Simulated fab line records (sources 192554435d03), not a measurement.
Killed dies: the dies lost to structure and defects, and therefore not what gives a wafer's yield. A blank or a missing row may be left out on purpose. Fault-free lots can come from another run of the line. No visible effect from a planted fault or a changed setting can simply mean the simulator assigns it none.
Comparing a struck lot with a sound one | flow n5Finfet | 37 out of 1938 route steps
Sound: the wafers L717.1, L717.2, L717.4. Wafers struck: L712.1, L712.2, L712.3. The cause comes at the end.
Order at every step that has rows: each side's tool, ch and its chambers, its first start. Under that, the readings that differ: sound wafers | struck wafers | difference of the means | sigmas: that difference in standard deviations of wafers without a fault.
alike: words and numbers the same on both sides, and readings whose means are apart by under 2 such deviations; not compared: readings that were withheld, readings missing a value for some wafer, numbers with overlapping values and no deviation given by the record, and bounds like >300 which may hide the same value.
Wherever a step has rows on one side only, a row that says differs or no value, or a row with sigmas, the two part there. Numbers that don't overlap but have no deviation are shown without sigmas and don't part them. A reading missing from all wafers of one side parts the sides only when that side holds two or more wafers.

first, 9 steps without rows for these wafers: N5_SDB_PRECLEAN_39 (cleans in O3/DIW, time 45 s); N5_SDB_SRD_28 (time 30 s); N5_SDB_ALD_29 (deposits SiNx, target thk 30 nm, pulse time 1 s, ald cycles 600); N5_SDB_CMP_30 (polishes, stops on poly-Si, t overpolish 1.54 s, target thk 30 nm); N5_DUMMY_REMOVAL_HM_STRIP_01 (strips SiNx in CH3F/O2, stops on poly-Si, target depth 4 nm, time 6.8 s); N5_DUMMY_REMOVAL_STRIP_10 (strips in N2/H2, time 40 s); N5_DUMMY_REMOVAL_PRECLEAN_07 (cleans in dHF, time 30 s); N5_DUMMY_REMOVAL_DUMMY_REMOVE_02 (chemistry TMAH, target poly-Si, stops on SiO2, target depth 142 nm, time 57 s, rinse time 30 s); N5_DUMMY_REMOVAL_PRECLEAN_08 (cleans in NF3:NH3, afs cycles 2, time 20 s, sublimation time 60 s).
N5_DUMMY_REMOVAL_PRECLEAN_04: cleans in DHF, time 37 s.
  sound on wetBench-03 ch 0,1,6, day 9 10:16; struck on wetBench-01 ch 1,6,7, day 8 03:38
then, 26 steps without rows for these wafers: N5_DUMMY_REMOVAL_SRD_05 (time 30 s); N5_HKMG_FIN_IL_REGROW_00 (material SiO2, chemistry O3, target thk 0.75 nm, time 30 s); N5_HKMG_FIN_HK_ALD_01 (deposits HfO2, target thk 1.6 nm, pulse time 3 s, purge time 3 s); N5_HKMG_FIN_HK_ANNEAL_02 (time 30 s); N5_HKMG_FIN_ALD_74 (deposits La2O3, target thk 0.5 nm, pulse time 6 s, co reactant pulse time 1 s); N5_HKMG_FIN_ALD_75 (deposits Al2O3, target thk 1 nm, co reactant pulse time 1 s); N5_HKMG_FIN_COAT_41 (time 60 s, resist thk 300 nm); N5_HKMG_FIN_COAT_42 (time 60 s, resist thk 35 nm); N5_HKMG_FIN_COAT_43 (resist thk 90 nm); N5_HKMG_FIN_EBR_45; N5_HKMG_FIN_SOFTBAKE_44 (time 60 s); N5_HKMG_FIN_EXPOSE_46 (exposes mask NDIPOLE); N5_HKMG_FIN_PEB_47 (peb time 60 s); N5_HKMG_FIN_DEVELOP_48 (develop time 30 s); N5_HKMG_FIN_DESCUM_53 (chemistry O2, time 7.9 s); N5_HKMG_FIN_ETCH_54 (etches SiARC in CF4, target depth 45.5 nm, time 75.8 s); N5_HKMG_FIN_ETCH_55 (etches SOC in N2/H2, target depth 240 nm, time 300 s); N5_HKMG_FIN_STRIP_56 (strips in N2/H2); N5_HKMG_FIN_STRIP_57 (strips in CF4); N5_HKMG_FIN_ETCH_58 (etches SOC in N2/H2, target depth 215.8 nm, time 741 s); N5_HKMG_FIN_STRIP_93 (strips SOC in N2/H2, time 20 s); N5_HKMG_FIN_WET_ETCH_76 (etches Al2O3 in dNH4OH, stops on La2O3, target depth 2.25 nm, rinse time 30 s); N5_HKMG_FIN_STRIP_60 (strips in N2/H2, time 360 s); N5_HKMG_FIN_WET_ETCH_77 (etches La2O3 in dHCl, stops on HfO2, target depth 2 nm); N5_HKMG_FIN_WET_ETCH_78 (etches Al2O3 in dNH4OH, stops on La2O3, target depth 4.5 nm, rinse time 30 s); N5_HKMG_FIN_ALD_79 (deposits TiN, target thk 1.5 nm, pulse time 1 s, purge time 3 s).
-- a jump in the record: the struck wafers' starts before and after are 10 days apart (it breaks off in module HKMG_FIN and resumes in module PASSIVATION, where the first step shown is number 1936 of the route) --
N5_PASSIVATION_PROBE_49:
  record: rows for the struck wafers here (prober-01, day 17 18:44), none for the sound ones

## WHERE THEY PART
N5_PASSIVATION_PROBE_49 only, going by this record.

WHY: what had been put in by the simulator
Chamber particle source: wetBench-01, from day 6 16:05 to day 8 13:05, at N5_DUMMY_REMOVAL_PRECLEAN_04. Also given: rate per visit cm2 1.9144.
